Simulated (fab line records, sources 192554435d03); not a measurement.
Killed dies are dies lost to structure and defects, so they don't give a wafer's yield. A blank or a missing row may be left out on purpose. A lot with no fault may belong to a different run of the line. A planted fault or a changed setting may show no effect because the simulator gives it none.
Split-lot study + flow n5Finfet + 39 wafers read across 7 lots, on a route 1938 steps long

ON THE SPLIT
At N5_DUMMY_GATE_ETCH_37 (etches SOC in N2/H2, target depth 60 nm, overetch 30 nm), the setting sourceW was moved away from the recipe's 840 W on 9 of the 39 wafers read, by -13.7% to +16.3%. The other wafers ran this setting at the recipe's value.

Reading taken at the split's own step.

THE READING
rfVppV, in V, at N5_DUMMY_GATE_ETCH_37 (etches SOC in N2/H2, target depth 60 nm, overetch 30 nm). A value of 524.4 V with a standard deviation of 1.5 V is what fault-free wafers of this fab line usually give.

| wafer  | tool, chamber at the split | sourceW as run, W | against the recipe | rfVppV, V | against lot-mates on the recipe |
|--------|----------------------------|-------------------|--------------------|-----------|---------------------------------|
| L074.1 | rieDiel-03, 2              | 840               | recipe             | 523.1     | -                               |
| L074.2 | rieDiel-03, 1              | 840               | recipe             | 527.0     | -                               |
| L074.3 | rieDiel-03, 0              | 840               | recipe             | 522.8     | -                               |
| L074.4 | rieDiel-03, 1              | 840               | recipe             | 526.4     | -                               |
| L074.5 | rieDiel-03, 2              | 840               | recipe             | 524.5     | -                               |
| L074.6 | rieDiel-03, 0              | 840               | recipe             | 522.8     | -                               |
| L080.1 | rieDiel-05, 2              | 976.5             | +16.3%             | 499.9     | -23.7                           |
| L080.2 | rieDiel-05, 1              | 976.5             | +16.3%             | 499.5     | -24.1                           |
| L080.3 | rieDiel-05, 0              | 840               | recipe             | 522.6     | -                               |
| L080.4 | rieDiel-05, 3              | 976.5             | +16.3%             | 498.0     | -25.6                           |
| L080.5 | rieDiel-05, 1              | 840               | recipe             | 525.2     | -                               |
| L080.6 | rieDiel-05, 0              | 840               | recipe             | 523.1     | -                               |
| L081.1 | rieDiel-05, 1              | 840               | recipe             | 523.7     | -                               |
| L081.2 | rieDiel-05, 3              | 725.3             | -13.7%             | 549.7     | +25.5                           |
| L081.3 | rieDiel-05, 2              | 725.3             | -13.7%             | 552.3     | +28.1                           |
| L081.4 | rieDiel-05, 0              | 725.3             | -13.7%             | 548.3     | +24.1                           |
| L081.5 | rieDiel-05, 3              | 840               | recipe             | 523.8     | -                               |
| L081.6 | rieDiel-05, 2              | 840               | recipe             | 525.2     | -                               |
| L087.1 | rieDiel-03, 3              | 840               | recipe             | 524.3     | -                               |
| L087.2 | rieDiel-03, 2              | 840               | recipe             | 524.6     | -                               |
| L087.3 | rieDiel-03, 0              | 840               | recipe             | 520.9     | -                               |
| L087.4 | rieDiel-03, 1              | 840               | recipe             | 526.3     | -                               |
| L087.5 | rieDiel-03, 3              | 840               | recipe             | 526.2     | -                               |
| L087.6 | rieDiel-03, 0              | 840               | recipe             | 522.1     | -                               |
| L089.1 | rieDiel-05, 3              | 840               | recipe             | 525.4     | -                               |
| L089.2 | rieDiel-05, 0              | 950.2             | +13.1%             | 502.5     | -22.0                           |
| L089.3 | rieDiel-05, 1              | 950.2             | +13.1%             | 504.6     | -19.9                           |
| L089.4 | rieDiel-05, 3              | 950.2             | +13.1%             | 501.7     | -22.8                           |
| L089.5 | rieDiel-05, 0              | 840               | recipe             | 523.3     | -                               |
| L089.6 | rieDiel-05, 1              | 840               | recipe             | 524.7     | -                               |
| L091.1 | rieDiel-01, 2              | 840               | recipe             | 521.5     | -                               |
| L091.3 | rieDiel-01, 3              | 840               | recipe             | 526.4     | -                               |
| L091.5 | rieDiel-01, 2              | 840               | recipe             | 522.4     | -                               |
| L092.1 | rieDiel-05, 2              | 840               | recipe             | 525.5     | -                               |
| L092.2 | rieDiel-05, 0              | 840               | recipe             | 522.3     | -                               |
| L092.3 | rieDiel-05, 1              | 840               | recipe             | 524.9     | -                               |
| L092.4 | rieDiel-05, 3              | 840               | recipe             | 525.3     | -                               |
| L092.5 | rieDiel-05, 0              | 840               | recipe             | 524.0     | -                               |
| L092.6 | rieDiel-05, 1              | 840               | recipe             | 523.6     | -                               |

FIT RESULTS
A straight line over all 39 wafers: rfVppV changes by -1.68 V for each +1% of sourceW; r = -0.99; the points scatter about the line by 1.8 V.
The same after taking each lot's own level away (the mean of its wafers on the recipe; 39 wafers): -1.67 V for each +1%; r = -0.99; scatter 1.8 V.
The reading moves by 27 V for the largest change in sourceW, on that fit.
Across the lots, their own levels run from 523.43 to 524.47 V, a range of 0.7 times the standard deviation given above.
The two slopes agree, so the slope changes little with the lot-to-lot level.
Check: with one of the wafers moved furthest among these (+16.3%) left out of the fit, the line predicts -27.2 V for it against its lot-mates. It came out at -23.7 V against them.
Tool readings at the split's step, against how far the setting was moved: rfVppV r = -0.99.

THE WHOLE CHAIN: every reading that the file lists as answering this split, in the file's order
| step                  | what it does                                            | reading                                                                            | change (the file's fit)                | r (the file's) |
|-----------------------|---------------------------------------------------------|------------------------------------------------------------------------------------|----------------------------------------|----------------|
| N5_DUMMY_GATE_ETCH_37 | etches SOC in N2/H2, target depth 60 nm, overetch 30 nm | rfVppV                                                                             | -1.66 V for each +1% of the setting    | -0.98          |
| N5_DUMMY_GATE_ETCH_37 | etches SOC in N2/H2, target depth 60 nm, overetch 30 nm | SiARC_of_DUMMY_GATE_COAT_35.thkNm (the simulator's own value, which no gauge read) | -0.0297 nm for each +1% of the setting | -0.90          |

THE FILE'S OWN FIT
rfVppV changes by -1.66 V for each +1% of sourceW, r = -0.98.
